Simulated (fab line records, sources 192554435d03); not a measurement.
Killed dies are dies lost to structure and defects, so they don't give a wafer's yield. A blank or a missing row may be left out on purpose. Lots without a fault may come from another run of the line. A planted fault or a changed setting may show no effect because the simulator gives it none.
A struck lot beside a sound one | flow n5_finfet | 16 steps out of a route of 1938
Sound: wafers L515.2, L515.4, L515.5. Struck: wafer L524.3. (L524.2, L524.4 of the same lot were not struck and are left out.) The cause comes at the end.
At each step with rows: each side's tool, then ch and its chambers, then its first start. Under that, the readings that differ: sound wafers | struck wafers | difference of the means | sigmas: that difference in standard deviations of wafers without a fault.
alike: readings whose means differ by less than 2 such deviations, and words and numbers that are the same on both sides. not compared: withheld readings, readings that some wafer has no value for, bounds like >300 that may hide the same value, and numbers for which the record gives no deviation and whose values overlap.
The two part at a step that has a row with sigmas, a row that says differs or no value, or rows on one side only. Numbers that don't overlap but have no deviation are shown without sigmas and don't part them. A reading that every wafer of one side lacks parts them only if that side has two wafers or more.

first, 6 steps without rows for these wafers: N5_BEOL_M3_COAT_22 (resist thk 30 nm); N5_BEOL_M3_EBR_24; N5_BEOL_M3_SOFTBAKE_23 (time 60 s); N5_BEOL_M3_EXPOSE_25 (exposes mask V2, defocus 5 nm); N5_BEOL_M3_PEB_26 (peb time 60 s); N5_BEOL_M3_DEVELOP_27 (develop time 30 s).
N5_BEOL_M3_CD_MEAS_28: target cd 25.7 nm, target cd y 23.3 nm.
  sound on cd_sem-03 ch 0, day 7 09:48; struck on cd_sem-03 ch 0, day 9 15:32
  alike: cd_nm
N5_BEOL_M3_OVL_MEAS_29:
  sound on overlay-02 ch 0, day 7 09:50; struck on overlay-02 ch 0, day 9 15:34
  alike: V2_OVL
N5_BEOL_M3_INSPECT_30: inspects for defects (brightfield).
  sound on defect_inspect-02, day 7 09:53; struck on defect_inspect-02, day 9 15:37
  alike: raw_defect_count
N5_BEOL_M3_DESCUM_33: chemistry O2, time 7 s.
  sound on rie_diel-04 ch 0,2, day 7 09:55; struck on rie_diel-04 ch 0, day 9 15:39
  alike: drypump_motor_current_A, oes_product_au, rf_fwd_power_W, rf_vpp_V, showerhead_plenum_p_Torr, temp_c, throttle_valve_pct
  not compared: rf_hours_counter_h
N5_BEOL_M3_ETCH_77: etches underlayer in N2/H2, target depth 6.5 nm, time 5.2 s.
  sound on rie_diel-04 ch 0,2, day 7 09:58; struck on rie_diel-04 ch 0, day 9 15:41
  alike: drypump_motor_current_A, etch_rf_on_time_s, h2_flow_sccm, oes_product_au, rf_fwd_power_W, rf_vpp_V, showerhead_plenum_p_Torr, throttle_valve_pct
  not compared: rf_hours_counter_h
N5_BEOL_M3_ETCH_69: etches SiARC in CF4, target depth 15.6 nm, time 26 s.
  sound on rie_diel-04 ch 0,2, day 7 09:58; struck on rie_diel-04 ch 0, day 9 15:42
  alike: cf4_flow_sccm, drypump_motor_current_A, etch_rf_on_time_s, mfc_ar_sccm, oes_product_au, rf_fwd_power_W, rf_vpp_V, showerhead_plenum_p_Torr, throttle_valve_pct
  not compared: rf_hours_counter_h
N5_BEOL_M3_ALD_98: deposits SiO2, target thk 2.5 nm, pulse time 1 s, co reactant pulse time 1 s.
  sound on ald_sin-04 ch 0,3, day 7 10:04; struck on ald_sin-02 ch 0, day 9 16:05
  reading                                  | sound       | struck | difference | sigmas
  ald_cycles                               | 17 17 17    | 9      | -8         |
  model.SiO2_of_BEOL_M3_ALD_98.thk_nm (nm) | 2.4 2.4 2.4 | 1.4    | -1.0       |
  alike: heater_power_w, precursor_pulse_height_rel
  not compared: since_wet_clean_h
N5_BEOL_M3_ETCHBACK_99: etches SiO2 in CHF3, target depth 5 nm, time 10.4 s.
  sound on rie_diel-04 ch 1,2, day 7 11:05; struck on rie_diel-06 ch 1, day 9 19:14
  reading                     | sound       | struck | difference | sigmas
  drypump_motor_current_A (A) | 5.3 5.3 5.5 | 6.2    | +0.8       | +2
  alike: mfc_ar_sccm, oes_f_703_au, oes_product_au, rf_fwd_power_W, rf_vpp_V, showerhead_plenum_p_Torr, throttle_valve_pct
  not compared: rf_hours_counter_h
N5_BEOL_M4_RC_MEAS_101:
  sound on prober-02 ch 0, day 8 02:25; struck on prober-01 ch 0, day 10 10:22
  alike: DIBL_N, DIBL_P, IOFF_N, IOFF_P, ION_N, ION_P, SS_N, SS_P, VT_N, VT_P
-- the record jumps here: 4 days lie between the struck wafers' starts before and after (it left off in module BEOL_M4 and takes up again in module PASSIVATION, whose first step shown is number 1936 of the route) --
N5_PASSIVATION_PROBE_49:
  sound on prober-02, day 12 13:46; struck on prober-01, day 14 16:47
  reading            | sound    | struck | difference | sigmas
  killed_at_M0_to_M3 | 29 69 36 | 16     | -29        | -3
  alike: defect_limited_yield, killed_at_M4_up, killed_at_contacts, killed_at_front_end, killed_at_other, killed_dies, killed_open, killed_short, sort_bin_5_function, sort_bin_6_memory, sort_n_pass, sort_yield_pct

WHERE THEY PART
First at N5_BEOL_M3_ETCHBACK_99; last, within this record, at N5_PASSIVATION_PROBE_49.

WHY: what the simulator had put in
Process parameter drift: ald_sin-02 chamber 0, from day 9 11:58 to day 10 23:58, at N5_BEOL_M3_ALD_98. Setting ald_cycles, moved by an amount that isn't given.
